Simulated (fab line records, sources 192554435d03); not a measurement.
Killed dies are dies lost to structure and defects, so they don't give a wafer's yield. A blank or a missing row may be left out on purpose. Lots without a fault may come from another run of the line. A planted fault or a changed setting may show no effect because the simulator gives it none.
fab line records | flow n5_finfet
record lots=8 wafers=24 last_day=18
route steps=1938 shown SD_EPI_N@274 SD_EPI_P@300 BEOL_M4@1111 PASSIVATION@1936
lots that met no fault: from a run of the same line without faults
start_h: hours from the record's first day to the start of the lot's first wafer shown | wait_h: hours since the lot's step before | " the same as in the row above | L1.1+2: a row that stands for several wafers | - no value, or no start given | * or withheld: withheld | < > ~ a bound
route shown NAME@n: a module of which the file shows steps, and the number in the route of the first | usual: mean/standard deviation of fault-free wafers | same: alike in all rows | chamber/n: place in a boat | sites: the reading at each site | _std_site: their standard deviation | _edge_site: outer sites' mean less inner sites' | radius_mm: how far each site lies from the wafer's centre | mask NAME#n: copy n | behind: the tool/chamber that last shaped the wafer | hold: why the lot was held/for how many hours/how that ended | device: the transistor (n, p or np) that didn't switch | end of line: the same wafers' tests at the end of the route | a step without rows: its recipe alone | killed: dies lost to structure and defects at the first sort, not the wafer's yield | map: a wafer's dies, x killed, . not, _ none there
set.NAME: the setting as run; set.NAME@STEP: as run at that earlier step | model.NAME: the simulator's own value behind a step, which no gauge read
steps of the route over a sample of lots; a table a step, a row a wafer
services: from which hour (start_h, from the record's first day; less than 0 if before it) a tool's chamber was out of use, for how many hours, and why
## steps
# step N5_SD_EPI_N_ETCH_34
# recipe chemistry=CF4 target=SiARC target_depth_a=455 mask_material=CAR-ArF-block time_s=75.8 ion_energy_ev=80 pressure_mtorr=40 source_w=545 bias_w=36 Ar_flow_sccm=100 cf4_flow_sccm=100 ends=cleared
# usual drypump_motor_current_A=5.7/0.39 etch_rf_on_time_s=76.5/1.3 oes_product_au=0.65/0.062 rf_vpp_V=184.0/1.2 showerhead_plenum_p_Torr=2.13/0.074 throttle_valve_pct=15.71/0.25
# columns lot.wafer tool chamber start_h wait_h drypump_motor_current_A etch_rf_on_time_s oes_product_au rf_hours_counter_h rf_vpp_V showerhead_plenum_p_Torr throttle_valve_pct
L614.4 rie_diel-01 1 61.52 0.0 5.3 74.1 0.64 179 182.4 2.05 16.07
L614.5 " 3 " " 5.4 75.6 0.64 - 184.3 2.12 15.48
L614.6 " 2 " " 5.8 76.4 0.63 - 184.5 2.14 15.72
L615.2 rie_diel-06 1 66.12 0.0 5.5 74.9 0.60 233 184.1 2.10 15.52
L615.5 " 1 " " 5.4 75.7 0.60 - 183.7 2.09 15.54
L615.6 " 2 " " 5.3 77.4 0.60 - 184.6 2.19 15.71
L618.2 rie_diel-03 0 84.42 0.0 5.4 78.8 0.63 149 183.3 2.06 15.62
L618.5 " 2 " " 5.7 78.0 0.59 - 183.0 2.04 16.04
L618.6 " 1 " " 5.7 77.1 0.60 - 184.6 2.22 15.98
L627.2 rie_diel-06 2 139.07 0.0 5.3 76.6 0.59 240 186.8 2.18 15.74
L627.5 " 2 " " 5.3 76.4 0.59 - 185.1 2.19 15.75
L627.6 " 3 " " 5.6 74.3 0.82 - 184.3 2.11 15.70
L628.1 rie_diel-01 0 146.70 0.0 5.5 77.1 0.63 164 185.1 2.23 15.65
L628.3 " 3 " " 5.5 76.5 0.62 185 183.3 2.11 15.55
L628.4 " 1 " " 5.3 75.8 0.61 205 182.5 2.05 16.13
L630.1 rie_diel-03 0 157.20 0.0 5.3 76.6 0.62 173 184.5 2.06 15.67
L630.4 " 2 " " 5.7 76.0 0.81 5 186.1 2.29 15.56
L630.6 " 0 " " 5.3 77.1 0.62 - 184.4 2.06 15.65
L631.1 rie_diel-06 1 165.27 0.0 5.4 75.6 0.80 5 185.2 2.09 15.07
L631.2 " 0 " " 6.5 78.0 0.65 125 184.6 2.07 15.67
L631.4 " 2 " " 5.3 77.4 0.58 249 183.6 2.18 15.76
L634.1 rie_diel-06 0 180.72 0.0 6.5 77.5 0.65 132 182.9 2.07 15.67
L634.2 " 1 " " 5.5 73.9 0.80 12 183.9 2.09 15.08
L634.4 " 0 " " 6.5 77.1 0.66 - 184.0 2.07 15.67
# step N5_SD_EPI_N_ETCHBACK_44
# recipe chemistry=CH3F/O2 mode=anisotropic_etchback target=SiNx target_depth_a=145 stop_on=SiO2 over_etch_frac=0.3 ion_energy_ev=120 pressure_mtorr=30 source_w=395 bias_w=73 Ar_flow_sccm=150 CH3F_flow_sccm=30 O2_flow_sccm=20
# usual CH3F_flow_sccm=30.00/0.092 drypump_motor_current_A=5.7/0.4 oes_f_703_au=0.75/0.071 oes_product_au=0.65/0.062 rf_vpp_V=298/4 showerhead_plenum_p_Torr=1.99/0.075 throttle_valve_pct=16.45/0.25
# columns lot.wafer tool chamber start_h wait_h CH3F_flow_sccm drypump_motor_current_A oes_f_703_au oes_product_au rf_hours_counter_h rf_vpp_V showerhead_plenum_p_Torr throttle_valve_pct
L614.4 rie_diel-01 1 61.90 0.0 29.99 5.3 0.74 0.63 179 296 1.91 16.79
L614.5 " 3 " " 29.83 5.5 0.74 0.64 - 298 1.99 16.29
L614.6 " 2 " " 30.00 5.8 0.73 0.64 - 291 2.00 16.42
L615.2 rie_diel-06 1 66.50 0.0 30.16 5.5 0.70 0.60 234 293 1.95 16.25
L615.5 " 1 " " 30.06 5.4 0.70 0.60 - 292 1.95 16.27
L615.6 " 2 " " 29.98 5.3 0.69 0.60 - 304 2.05 16.41
L618.2 rie_diel-03 0 84.80 0.0 29.99 5.4 0.73 0.64 150 300 1.93 16.37
L618.5 " 2 " " 29.80 5.7 0.68 0.60 - 297 1.90 16.80
L618.6 " 1 " " 30.09 5.7 0.73 0.61 - 296 2.08 16.73
L627.2 rie_diel-06 2 139.45 0.0 30.00 5.3 0.67 0.59 240 304 2.04 16.46
L627.5 " 2 " " 30.00 5.3 0.67 0.60 - 303 2.04 16.45
L627.6 " 3 " " 29.95 5.5 0.95 0.81 - 296 1.97 16.44
L628.1 rie_diel-01 0 147.08 0.0 30.03 5.5 0.72 0.64 164 300 2.08 16.35
L628.3 " 3 " " 30.03 5.5 0.72 0.63 185 299 1.98 16.34
L628.4 " 1 " " 30.00 5.3 0.73 0.61 205 297 1.90 16.83
L630.1 rie_diel-03 0 157.58 0.0 30.06 5.3 0.72 0.63 173 300 1.92 16.41
L630.4 " 2 " " 29.92 5.7 0.92 0.82 5 301 2.14 16.33
L630.6 " 0 " " 30.09 5.3 0.72 0.62 - 298 1.92 16.42
L631.1 rie_diel-06 1 165.65 0.0 30.02 5.5 0.95 0.81 5 292 1.95 15.80
L631.2 " 0 " " 30.24 6.5 0.75 0.66 125 303 1.93 16.34
L631.4 " 2 " " 30.12 5.4 0.67 0.59 250 302 2.04 16.46
L634.1 rie_diel-06 0 181.10 0.0 29.91 6.5 0.74 0.66 132 304 1.92 16.35
L634.2 " 1 " " 30.05 5.4 0.92 0.79 12 293 1.94 15.81
L634.4 " 0 " " 29.95 6.5 0.75 0.66 - 304 1.92 16.36
# step N5_SD_EPI_P_EXPOSE_06
# recipe mask_id=SD_P_BLK na=1.35 source_shape=conventional sigma_outer=0.8 polarization=unpolarized target_cd_nm=240 dose_mj=39.5
# usual exposure_dose_mJ_cm2=39.45/0.05
# columns lot.wafer tool chamber start_h wait_h mask exposure_dose_mJ_cm2
L614.4 arfi_scanner-03 0 66.11 - SD_P_BLK#0 39.40
L614.5 " 0 " " SD_P_BLK#0 39.40
L614.6 " 0 " " SD_P_BLK#0 39.40
L615.2 arfi_scanner-03 0 70.37 - SD_P_BLK#0 39.40
L615.5 " 0 " " SD_P_BLK#0 39.41
L615.6 " 0 " " SD_P_BLK#0 39.49
L618.2 arfi_scanner-03 0 89.63 - SD_P_BLK#0 39.45
L618.5 " 0 " " SD_P_BLK#0 39.41
L618.6 " 0 " " SD_P_BLK#0 39.45
L627.2 arfi_scanner-03 0 143.48 - SD_P_BLK#0 41.20
L627.5 " 0 " " SD_P_BLK#0 41.19
L627.6 " 0 " " SD_P_BLK#0 41.21
L628.1 arfi_scanner-03 0 150.88 - SD_P_BLK#0 40.84
L628.3 " 0 " " SD_P_BLK#0 40.90
L628.4 " 0 " " SD_P_BLK#0 40.88
L630.1 arfi_scanner-02 0 161.47 - SD_P_BLK#0 39.34
L630.4 " 0 " " SD_P_BLK#0 39.33
L630.6 " 0 " " SD_P_BLK#0 39.37
L631.1 arfi_scanner-01 0 169.63 - SD_P_BLK#0 39.47
L631.2 " 0 " " SD_P_BLK#0 39.49
L631.4 " 0 " " SD_P_BLK#0 39.50
L634.1 arfi_scanner-01 0 185.61 - SD_P_BLK#0 39.41
L634.2 " 0 " " SD_P_BLK#0 39.49
L634.4 " 0 " " SD_P_BLK#0 39.46
# step N5_SD_EPI_P_CD_MEAS_09
# recipe target_cd_nm=240 landing_energy_ev=500 detector=se_inlens
# usual cd_nm=240.0/0.72
# columns lot.wafer tool chamber start_h wait_h cd_nm
L614.4 cd_sem-03 0 66.22 - 239.6
L614.5 " 0 " " 240.0
L614.6 " 0 " " 238.7
L615.2 cd_sem-02 0 70.49 - 240.6
L615.5 " 0 " " 240.9
L615.6 " 0 " " 240.4
L618.2 cd_sem-02 0 89.75 - 240.1
L618.5 " 0 " " 239.5
L618.6 " 0 " " 240.2
L627.2 cd_sem-03 0 143.60 - 244.1
L627.5 " 0 " " 243.4
L627.6 " 0 " " 243.8
L628.1 cd_sem-03 0 151.00 - 242.5
L628.3 " 0 " " 242.7
L628.4 " 0 " " 242.2
L630.1 cd_sem-01 0 161.60 - 240.6
L630.4 " 0 " " 241.6
L630.6 " 0 " " 239.5
L631.1 cd_sem-03 0 169.76 - 239.0
L631.2 " 0 " " 239.0
L631.4 " 0 " " 239.4
L634.1 cd_sem-02 0 185.73 - 240.3
L634.2 " 0 " " 240.0
L634.4 " 0 " " 240.4
# step N5_SD_EPI_P_ETCH_47
# recipe chemistry=CH3F/O2 target=SiOCN target_depth_a=250 mask_material=SOC ion_energy_ev=60 bias_w=29 pressure_mtorr=30 source_w=410 Ar_flow_sccm=150 CH3F_flow_sccm=30 O2_flow_sccm=20
# usual CH3F_flow_sccm=30.01/0.095 drypump_motor_current_A=5.7/0.49 oes_f_703_au=0.78/0.087 oes_product_au=0.80/0.09 rf_vpp_V=127.9/2.1 showerhead_plenum_p_Torr=1.99/0.088 throttle_valve_pct=16.41/0.17
# columns lot.wafer tool chamber start_h wait_h CH3F_flow_sccm drypump_motor_current_A oes_f_703_au oes_product_au rf_hours_counter_h rf_vpp_V showerhead_plenum_p_Torr throttle_valve_pct
L614.4 rie_diel-04 3 66.82 0.1 30.12 6.2 0.80 0.82 85 125.7 1.95 16.55
L614.5 " 2 " " 29.79 6.2 0.95 0.97 - 131.6 2.13 16.42
L614.6 " 3 " " 30.10 6.2 0.81 0.83 - 126.7 1.95 16.54
L615.2 rie_diel-05 1 71.09 0.1 30.03 6.3 0.69 0.72 166 126.5 1.99 16.50
L615.5 " 2 " " 29.97 5.5 0.83 0.85 - 125.6 1.95 16.32
L615.6 " 3 " " 30.07 5.9 0.90 0.92 - 128.2 2.13 16.06
L618.2 rie_diel-05 1 90.35 0.1 30.06 6.3 0.69 0.71 171 126.5 1.99 16.51
L618.5 " 0 " " 30.04 5.4 0.69 0.71 - 130.9 1.89 16.38
L618.6 " 1 " " 30.00 6.3 0.68 0.71 - 127.9 1.99 16.52
L627.2 rie_diel-05 3 144.20 0.1 29.98 5.9 0.86 0.89 34 128.0 2.12 16.12
L627.5 " 0 " " 29.97 5.4 0.69 0.71 - 130.7 1.88 16.40
L627.6 " 1 " " 30.17 6.3 0.67 0.69 - 126.1 1.98 16.55
L628.1 rie_diel-04 1 151.61 0.1 30.09 5.2 0.69 0.71 214 127.7 1.98 16.49
L628.3 " 2 " " 29.88 6.2 0.87 0.88 29 129.8 2.12 16.48
L628.4 " 2 " " 29.73 6.1 0.87 0.89 - 130.3 2.12 16.46
L630.1 rie_diel-05 2 162.35 0.1 30.05 5.5 0.80 0.80 84 125.4 1.94 16.36
L630.4 " 3 " " 29.88 5.9 0.85 0.88 39 127.0 2.12 16.10
L630.6 " 2 " " 29.94 5.5 0.80 0.82 - 126.1 1.94 16.37
L631.1 rie_diel-04 3 171.23 0.1 30.12 6.2 0.78 0.79 117 126.6 1.94 16.60
L631.2 " 0 " " 30.00 4.8 0.94 0.96 1 128.0 2.13 16.11
L631.4 " 2 " " 30.05 6.1 0.86 0.87 35 129.8 2.12 16.48
L634.1 rie_diel-02 0 186.33 0.1 30.01 5.8 0.73 0.73 189 129.2 1.99 16.61
L634.2 " 1 " " 30.06 5.1 0.95 0.96 9 128.2 1.97 16.36
L634.4 " 3 " " 29.96 5.7 0.92 0.94 22 129.5 1.96 16.27
# step N5_BEOL_M4_RC_MEAS_101
# usual DIBL_N=36.4/1.6 DIBL_P=36.2/1.8 IOFF_N=0.159/0.029 IOFF_P=0.21/0.034 ION_N=670/12 ION_P=459/8.2 SS_N=71.5/0.59 SS_P=73.2/0.54 VT_N=250/3.3 VT_P=-250/3.7
# columns lot.wafer tool chamber start_h wait_h DIBL_N[mV/V] DIBL_P[mV/V] IOFF_N[nA/um] IOFF_P[nA/um] ION_N[uA/um] ION_P[uA/um] SS_N[mV/dec] SS_P[mV/dec] VT_N[mV] VT_P[mV]
L614.4 prober-02 0 204.10 0.5 34.8 33.3 0.133 0.20 674 465 70.2 73.3 252 -249
L614.5 " 0 " " 37.0 35.7 0.170 0.24 685 464 71.5 72.6 248 -247
L614.6 " 0 " " 36.3 34.5 0.144 0.22 658 459 71.6 73.3 252 -247
L615.2 prober-02 0 209.13 0.2 38.1 36.5 0.204 0.25 697 472 72.2 73.0 248 -247
L615.5 " 0 " " 39.7 38.4 0.260 0.31 698 477 72.9 73.5 243 -241
L615.6 " 0 " " 37.4 35.3 0.191 0.24 683 469 72.1 73.2 247 -247
L618.2 prober-01 0 216.72 0.2 35.7 36.0 0.152 0.24 668 469 71.6 73.0 248 -247
L618.5 " 0 " " 37.6 38.7 0.200 0.28 680 470 71.9 73.7 246 -248
L618.6 " 0 " " 37.2 38.2 0.187 0.27 688 472 72.0 74.3 244 -246
L627.2 prober-02 0 285.85 0.2 34.7 34.2 0.115 0.17 649 448 70.8 72.9 254 -255
L627.5 " 0 " " 36.9 36.8 0.151 0.23 661 456 71.6 73.2 249 -250
L627.6 " 0 " " 36.5 35.8 0.152 0.20 657 452 70.8 73.2 252 -253
L628.1 prober-01 0 288.03 0.0 32.9 34.3 0.119 0.18 657 457 70.4 72.8 251 -251
L628.3 " 0 " " 34.7 34.9 0.137 0.19 665 458 70.4 73.4 253 -250
L628.4 " 0 " " 33.8 33.9 0.137 0.18 670 464 70.4 73.3 250 -250
L630.1 prober-01 0 290.31 0.0 38.3 39.3 0.193 0.27 676 464 72.3 73.4 247 -246
L630.4 " 0 " " 35.2 37.0 0.148 0.23 677 467 70.9 73.4 249 -246
L630.6 " 0 " " 37.8 40.3 0.189 0.29 679 473 72.2 74.0 245 -243
L631.1 prober-02 0 293.77 0.0 39.8 38.1 0.211 0.25 673 456 72.7 74.5 243 -251
L631.2 " 0 " " 34.7 34.4 0.128 0.20 667 459 70.1 72.9 251 -249
L631.4 " 0 " " 37.9 36.6 0.181 0.24 677 458 72.7 73.4 246 -248
L634.1 prober-01 0 331.48 0.0 36.1 37.1 0.157 0.22 657 458 71.7 73.4 253 -250
L634.2 " 0 " " 37.3 39.1 0.196 0.26 689 472 71.7 73.6 247 -248
L634.4 " 0 " " 33.1 34.9 0.117 0.19 652 460 70.8 72.5 253 -250
# step N5_PASSIVATION_PROBE_49
# usual defect_limited_yield=91.1/1.5 killed_at_M0_to_M3=33/9.9 killed_at_M4_up=14/5.2 killed_at_contacts=12/6.7 killed_at_front_end=43/13 killed_at_other=3.4/2.7 killed_dies=105/17 killed_open=69/13 killed_short=33/7.5 sort_bin_5_function=5.2/0.91 sort_bin_6_memory=3.3/0.71 sort_n_pass=1075/17 sort_yield_pct=91.1/1.5
# same gross_dies=1180 killed_at_back_side=0 sort_bin_4_leakage[%]=0 sort_bin_8_speed[%]=0
# columns lot.wafer tool chamber start_h wait_h defect_limited_yield[%] killed_at_M0_to_M3 killed_at_M4_up killed_at_contacts killed_at_front_end killed_at_other killed_dies killed_open killed_short sort_bin_5_function[%] sort_bin_6_memory[%] sort_n_pass sort_yield_pct[%]
L614.4 prober-02 - 316.36 0.2 91.4 39 13 8 40 1 101 68 33 5.3 3.1 1079 91.4
L614.5 prober-02 - 316.41 0.2 91.2 48 11 2 41 2 104 68 36 5.6 3.0 1076 91.2
L614.6 prober-02 - 316.46 0.3 92.7 29 11 7 38 1 86 52 33 4.2 2.7 1094 92.7
L615.2 prober-02 - 317.90 0.1 91.5 51 9 5 33 2 100 70 29 4.8 3.2 1080 91.5
L615.5 prober-02 - 318.05 0.2 92.5 19 5 8 55 1 88 67 21 5.3 2.1 1092 92.5
L615.6 prober-02 - 318.10 0.3 92.5 29 13 4 41 2 89 62 27 4.2 3.1 1091 92.5
L618.2 prober-01 - 328.84 0.1 92.9 21 6 12 44 1 84 58 23 4.3 2.5 1096 92.9
L618.5 prober-01 - 328.99 0.2 90.8 30 14 18 47 0 109 70 38 5.2 3.4 1071 90.8
L618.6 prober-01 - 329.04 0.3 91.0 26 7 15 56 2 106 51 54 4.8 3.7 1074 91.0
L627.2 prober-01 - 384.05 0.8 93.4 28 10 9 30 1 78 52 25 3.8 2.5 1102 93.4
L627.5 prober-01 - 384.20 1.0 91.4 38 6 5 53 0 102 80 22 5.8 2.7 1078 91.4
L627.6 prober-01 - 384.25 1.0 92.9 15 12 1 55 1 84 45 38 4.4 2.5 1096 92.9
L630.1 prober-02 - 388.19 0.0 93.1 29 7 3 38 5 82 54 28 4.0 2.8 1098 93.1
L630.4 prober-02 - 388.34 0.2 91.5 31 16 14 34 5 100 63 33 4.5 3.6 1080 91.5
L630.6 prober-02 - 388.44 0.3 90.0 22 16 19 60 1 118 80 36 5.3 4.3 1062 90.0
L628.1 prober-01 - 396.81 0.0 90.4 41 27 23 19 3 113 86 26 5.8 3.5 1067 90.4
L628.3 prober-01 - 396.91 0.1 88.6 37 21 29 38 9 134 94 38 6.7 4.2 1046 88.6
L628.4 prober-01 - 396.96 0.2 92.3 30 22 19 18 2 91 70 19 5.0 2.5 1089 92.3
L631.1 prober-01 - 405.58 0.0 90.6 40 10 13 46 2 111 75 35 5.8 3.4 1069 90.6
L631.2 prober-01 - 405.63 0.1 91.4 27 17 8 42 7 101 72 25 5.3 2.9 1079 91.4
L631.4 prober-01 - 405.73 0.2 91.7 23 10 10 52 3 98 55 34 4.6 2.7 1082 91.7
L634.1 prober-01 - 432.35 0.0 91.3 40 8 12 41 2 103 65 35 4.3 4.2 1077 91.3
L634.2 prober-01 - 432.40 0.1 91.1 37 15 8 39 6 105 71 34 5.3 3.5 1075 91.1
L634.4 prober-01 - 432.50 0.2 92.4 34 4 11 40 1 90 58 32 4.1 3.0 1090 92.4
# killed by level:class
L614.4 BEOL_M2:geometric_particle:open=15 STI_FIN_REVEAL:geometric_particle:open=10 MOL_CONTACT_COAG:geometric_particle:open=8 BEOL_M0:geometric_particle:open=7 BEOL_M4:geometric_particle:short=6 BEOL_M3:geometric_particle:open=5 DUMMY_GATE:geometric_particle:open=4 ILD0:geometric_particle:short=4
L614.5 STI_FIN_REVEAL:geometric_particle:open=16 BEOL_M2:geometric_particle:open=11 BEOL_M0_SAQP:geometric_particle:open=10 BEOL_M1:geometric_particle:open=8 FIN_SAQP:geometric_particle:short=7 BEOL_M0_SAQP:geometric_particle:short=5 BEOL_M1:geometric_particle:short=5 BEOL_M2:geometric_particle:short=4
L614.6 BEOL_M2:geometric_particle:open=13 FIN_SAQP:geometric_particle:short=11 BEOL_M0_SAQP:geometric_particle:short=7 MOL_CONTACT_COAG:geometric_particle:open=6 FIN_SAQP:geometric_particle:open=5 BEOL_M0:geometric_particle:open=5 BEOL_M4:geometric_particle:open=5 STARTING-WAFER:geometric_particle:short=5
L615.2 BEOL_M1:geometric_particle:open=16 BEOL_M2:geometric_particle:open=14 BEOL_M3:geometric_particle:open=7 DUMMY_GATE:geometric_particle:open=7 FIN_SAQP:geometric_particle:open=4 MOL_CONTACT_COAG:geometric_particle:open=4 BEOL_M0_SAQP:geometric_particle:short=4 FIN_SAQP:geometric_particle:short=3
L615.5 FIN_SAQP:geometric_particle:open=17 STI_FIN_REVEAL:geometric_particle:open=14 BEOL_M1:geometric_particle:open=6 BEOL_M3:geometric_particle:open=6 ILD0:geometric_particle:open=4 ILD0:geometric_particle:short=4 MOL_CONTACT_COAG:geometric_particle:short=4 MOL_CONTACT_COAG:geometric_particle:open=4
L615.6 BEOL_M1:geometric_particle:open=10 FIN_SAQP:geometric_particle:open=8 STI_FIN_REVEAL:geometric_particle:open=7 DUMMY_GATE:geometric_particle:open=7 FIN_SAQP:geometric_particle:short=5 SPACER0:geometric_particle:open=5 BEOL_M0_SAQP:geometric_particle:short=5 BEOL_M4:geometric_particle:open=5
L618.2 STI_FIN_REVEAL:geometric_particle:open=12 MOL_CONTACT_COAG:geometric_particle:open=9 FIN_SAQP:geometric_particle:open=8 FIN_SAQP:geometric_particle:short=8 BEOL_M3:geometric_particle:open=8 STARTING-WAFER:geometric_particle:open=4 DUMMY_GATE:geometric_particle:open=4 MOL_CONTACT_COAG:geometric_particle:short=3
L618.5 MOL_CONTACT_COAG:geometric_particle:open=14 BEOL_M3:geometric_particle:open=11 STI_FIN_REVEAL:geometric_particle:open=10 FIN_SAQP:geometric_particle:open=8 FIN_SAQP:geometric_particle:short=8 BEOL_M4:geometric_particle:open=8 BEOL_M3:geometric_particle:short=5 GATE_CUT:geometric_particle:open=4
L618.6 FIN_SAQP:geometric_particle:short=16 BEOL_M0_SAQP:geometric_particle:short=16 STI_FIN_REVEAL:geometric_particle:open=11 MOL_CONTACT_COAG:geometric_particle:open=11 FIN_SAQP:geometric_particle:open=6 DUMMY_GATE:geometric_particle:open=5 ILD0:geometric_particle:short=4 GATE_CUT:geometric_particle:short=4
L627.2 BEOL_M2:geometric_particle:open=18 MOL_CONTACT_COAG:geometric_particle:open=6 GATE_CUT:geometric_particle:short=5 FIN_SAQP:geometric_particle:open=4 FIN_SAQP:geometric_particle:short=4 GATE_CUT:geometric_particle:open=4 STARTING-WAFER:geometric_particle:open=4 BEOL_M2:geometric_particle:short=4
L627.5 STI_FIN_REVEAL:geometric_particle:open=22 BEOL_M2:geometric_particle:open=16 FIN_SAQP:geometric_particle:open=13 BEOL_M3:geometric_particle:open=7 FIN_SAQP:geometric_particle:short=5 MOL_CONTACT_COAG:geometric_particle:open=5 STI_FIN_REVEAL:geometric_particle:short=4 BEOL_M0_SAQP:geometric_particle:open=4
L627.6 FIN_SAQP:geometric_particle:short=15 STI_FIN_REVEAL:geometric_particle:open=8 GATE_CUT:geometric_particle:short=8 FIN_SAQP:geometric_particle:open=6 STARTING-WAFER:geometric_particle:short=5 BEOL_M2:geometric_particle:open=5 DUMMY_GATE:geometric_particle:open=4 BEOL_M1:geometric_particle:open=4
L630.1 STI_FIN_REVEAL:geometric_particle:open=8 BEOL_M2:geometric_particle:open=8 FIN_SAQP:geometric_particle:short=7 STARTING-WAFER:geometric_particle:open=7 BEOL_M1:geometric_particle:open=6 BEOL_M3:geometric_particle:open=5 FIN_SAQP:geometric_particle:open=4 MOL_CONTACT_COAG:geometric_particle:open=3
L630.4 MOL_CONTACT_COAG:geometric_particle:open=11 BEOL_M2:geometric_particle:open=11 STI_FIN_REVEAL:geometric_particle:open=9 FIN_SAQP:geometric_particle:short=6 BEOL_M3:geometric_particle:open=6 BEOL_M4:geometric_particle:open=5 FIN_SAQP:geometric_particle:open=4 STARTING-WAFER:geometric_particle:short=4
L630.6 STI_FIN_REVEAL:geometric_particle:open=19 MOL_CONTACT_COAG:geometric_particle:open=14 BEOL_M4:geometric_particle:open=10 FIN_SAQP:geometric_particle:short=8 BEOL_M3:geometric_particle:open=7 STI_FIN_REVEAL:geometric_particle:short=6 FIN_SAQP:geometric_particle:open=5 MOL_CONTACT_COAG:geometric_particle:short=5
L628.1 MOL_CONTACT_COAG:geometric_particle:open=17 BEOL_M0_SAQP:geometric_particle:open=13 BEOL_M2:geometric_particle:open=12 BEOL_M4:geometric_particle:open=12 MOL_CONTACT_COAG:geometric_particle:short=6 BEOL_M1:geometric_particle:open=5 BEOL_M4:geometric_particle:short=5 STI_FIN_REVEAL:geometric_particle:open=4
L628.3 MOL_CONTACT_COAG:geometric_particle:open=26 BEOL_M3:geometric_particle:open=13 STI_FIN_REVEAL:geometric_particle:open=9 BEOL_M0_SAQP:geometric_particle:short=7 BEOL_M4:geometric_particle:open=7 BEOL_M0_SAQP:geometric_particle:open=6 FIN_SAQP:geometric_particle:short=5 FIN_SAQP:geometric_particle:open=4
L628.4 MOL_CONTACT_COAG:geometric_particle:open=16 BEOL_M4:geometric_particle:open=12 BEOL_M3:geometric_particle:open=7 BEOL_M0:geometric_particle:open=6 STI_FIN_REVEAL:geometric_particle:open=5 BEOL_M2:geometric_particle:open=5 BEOL_M0_SAQP:geometric_particle:short=4 MOL_CONTACT_COAG:geometric_particle:short=3
L631.1 BEOL_M2:geometric_particle:open=14 MOL_CONTACT_COAG:geometric_particle:open=11 DUMMY_GATE:geometric_particle:open=9 FIN_SAQP:geometric_particle:short=8 BEOL_M0_SAQP:geometric_particle:open=7 BEOL_M0_SAQP:geometric_particle:short=7 BEOL_M3:geometric_particle:open=5 STARTING-WAFER:geometric_particle:short=5
L631.2 DUMMY_GATE:geometric_particle:open=9 BEOL_M1:geometric_particle:open=9 STARTING-WAFER:geometric_particle:open=8 MOL_CONTACT_COAG:geometric_particle:open=7 FIN_SAQP:geometric_particle:open=5 BEOL_M0_SAQP:geometric_particle:short=5 STARTING-WAFER:geometric_particle:short=5 FIN_SAQP:geometric_particle:short=4
L631.4 MOL_CONTACT_COAG:geometric_particle:open=9 DUMMY_GATE:geometric_particle:open=8 FIN_SAQP:geometric_particle:open=7 STI_FIN_REVEAL:geometric_particle:open=7 BEOL_M0_SAQP:geometric_particle:open=7 FIN_SAQP:geometric_particle:short=6 HKMG_FIN:area_etch=6 DUMMY_GATE:geometric_particle:short=4
L634.1 MOL_CONTACT_COAG:geometric_particle:open=9 FIN_SAQP:geometric_particle:short=8 BEOL_M0_SAQP:geometric_particle:open=7 STI_FIN_REVEAL:geometric_particle:open=6 BEOL_M1:geometric_particle:open=6 BEOL_M2:geometric_particle:open=6 BEOL_M3:geometric_particle:open=6 DUMMY_GATE:geometric_particle:open=5
L634.2 FIN_SAQP:geometric_particle:short=7 FIN_SAQP:geometric_particle:open=7 BEOL_M0_SAQP:geometric_particle:short=7 BEOL_M1:geometric_particle:open=7 BEOL_M3:geometric_particle:open=7 BEOL_M0_SAQP:geometric_particle:open=6 BEOL_M8:geometric_particle:open=6 MOL_CONTACT_COAG:geometric_particle:open=5
L634.4 MOL_CONTACT_COAG:geometric_particle:open=11 BEOL_M0_SAQP:geometric_particle:open=10 BEOL_M0_SAQP:geometric_particle:short=9 DUMMY_GATE:geometric_particle:open=7 STI_FIN_REVEAL:geometric_particle:open=5 GATE_CUT:geometric_particle:short=4 GATE_CUT:geometric_particle:open=4 BEOL_M1:geometric_particle:open=4
## services
# columns tool chamber start_h hours kind
arfi_scanner-03 - 41.13 0.8 pm
rie_diel-05 0 44.41 2.8 repair
rie_diel-05 1 45.34 8.6 repair
arfi_scanner-03 - 55.73 1.0 pm
rie_diel-04 1 80.68 3.3 repair
arfi_scanner-03 - 90.15 1.3 pm
arfi_scanner-01 - 91.24 1.3 pm
arfi_scanner-01 - 92.54 3.9 pm
rie_diel-01 1 95.89 7.1 repair
arfi_scanner-02 - 96.02 0.8 pm
arfi_scanner-01 - 109.28 4.9 pm
rie_diel-02 - 110.04 15.6 pm
arfi_scanner-01 - 118.71 0.9 repair
arfi_scanner-02 - 120.91 1.0 pm
arfi_scanner-01 - 121.28 1.0 pm
rie_diel-06 - 127.09 0.4 repair
rie_diel-04 3 138.80 6.5 repair
arfi_scanner-02 - 144.00 1.3 pm
arfi_scanner-03 - 144.40 1.0 pm
rie_diel-02 2 146.85 7.3 repair
arfi_scanner-02 - 150.44 1.0 pm
arfi_scanner-01 - 163.96 2.3 repair
arfi_scanner-01 - 167.97 0.8 pm
rie_diel-03 2 177.94 5.5 repair
## key
first_sign step=N5_SD_EPI_P_EXPOSE_06 reading=exposure_dose_mJ_cm2 direction=up sigmas=32 usual=39.45 struck=41.04
effect step=N5_SD_EPI_P_CD_MEAS_09 reading=cd_nm direction=up sigmas=4.3 usual=240.0 struck=243.1 through=control_loop
met_at N5_SD_EPI_P_EXPOSE_06
struck_lots L627,L628
loop_trim step=N5_SD_EPI_P_EXPOSE_06 setting=dose lots=L628
not_acting_at N5_SD_EPI_N_ETCH_34,N5_SD_EPI_N_ETCHBACK_44,N5_SD_EPI_P_ETCH_47
onset_between 89.63 143.48
fault kind=process_parameter_drift tool=arfi_scanner-03 chamber=- onset_h=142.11 steps=N5_SD_EPI_P_EXPOSE_06 channel=dose_mj offset=1.711 shape=step acts_in=these_recipes_only stated=39.5
# loop_trim: a control loop set the setting to another value than it would have without faults
